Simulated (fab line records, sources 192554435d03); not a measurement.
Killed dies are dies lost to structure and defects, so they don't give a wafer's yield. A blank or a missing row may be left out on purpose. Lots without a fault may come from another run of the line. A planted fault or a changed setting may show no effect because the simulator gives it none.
Chamber matching | flow n5_finfet | N5_BEOL_M9_CURE_72 on uv_cure-01: 3 sister chambers
The step cures SiCOH lowk, time 120 s. 24 wafers are shown with their chamber, then 12 later ones without.

WAFERS WITH THEIR CHAMBER
wafer  | chamber | wafer_temp_C_max | lamp_power_pct (%)
L076.1 | 0       | 371.4            | 52.32
L076.3 | 0       | 371.9            | 52.29
L076.5 | 0       | 371.4            | 52.14
L075.3 | 2       | 372.3            | 52.37
L075.5 | 2       | 371.1            | 52.26
L075.6 | 2       | 371.1            | 52.23
L077.1 | 1       | 371.1            | 52.25
L077.5 | 1       | 370.7            | 52.25
L077.6 | 1       | 371.1            | 52.28
L083.1 | 1       | 371.6            | 52.35
L083.2 | 1       | 371.1            | 52.29
L083.5 | 1       | 371.9            | 52.31
L079.2 | 1       | 370.8            | 52.35
L079.4 | 1       | 370.8            | 52.42
L079.6 | 1       | 371.4            | 52.33
L084.1 | 1       | 370.9            | 52.35
L084.4 | 1       | 370.7            | 52.29
L084.5 | 1       | 371.2            | 52.48
L086.1 | 1       | 370.9            | 52.34
L086.3 | 1       | 370.5            | 52.32
L086.4 | 1       | 371.2            | 52.33
L089.1 | 0       | 371.3            | 52.31
L089.4 | 0       | 371.3            | 52.25
L089.6 | 0       | 371.2            | 52.32

SIGNATURES (means of the wafers above)
reading          | chamber 0 | chamber 1 | chamber 2 | scatter within a chamber
wafer_temp_C_max | 371.417   | 371.060   | 371.500   | 0.389
lamp_power_pct   | 52.2717   | 52.3293   | 52.2867   | 0.064
Rule: a wafer's distance from a chamber is the root of the sum, over the readings, of the square of ((its reading less the chamber's mean) divided by the reading's scatter). The wafer belongs to the nearest chamber; if the next one is less than 2 further off, it can't be placed. The scatter: the root of (the sum of the squares of (reading less its chamber's mean) over the shown wafers, divided by (wafers less chambers)).

WAFERS WITHOUT THEIR CHAMBER
wafer  | wafer_temp_C_max | lamp_power_pct (%)
L091.1 | 370.8            | 52.30
L091.4 | 370.7            | 52.30
L091.5 | 370.7            | 52.24
L093.1 | 370.8            | 52.27
L093.4 | 371.5            | 52.34
L093.6 | 371.6            | 52.29
L096.1 | 371.7            | 52.27
L096.3 | 371.3            | 52.34
L096.5 | 371.1            | 52.22
L095.3 | 371.4            | 52.34
L095.5 | 371.2            | 52.32
L095.6 | 371.4            | 52.38

WHICH CHAMBER EACH WENT THROUGH
wafer  | from the rows above          | in truth
L091.1 | can't be placed: 1 or 0 or 2 | 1
L091.4 | can't be placed: 1 or 0 or 2 | 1
L091.5 | can't be placed: 1 or 0 or 2 | 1
L093.1 | can't be placed: 1 or 0 or 2 | 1
L093.4 | can't be placed: 2 or 0 or 1 | 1
L093.6 | can't be placed: 2 or 0 or 1 | 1
L096.1 | can't be placed: 2 or 0 or 1 | 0
L096.3 | can't be placed: 1 or 2 or 0 | 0
L096.5 | can't be placed: 0 or 2 or 1 | 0
L095.3 | can't be placed: 2 or 1 or 0 | 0
L095.5 | can't be placed: 1 or 2 or 0 | 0
L095.6 | can't be placed: 1 or 2 or 0 | 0
Placed correctly: 0 of 12. Can't be placed from these rows: 12 (the true chamber is among the candidates in 12). Placed wrongly: 0.
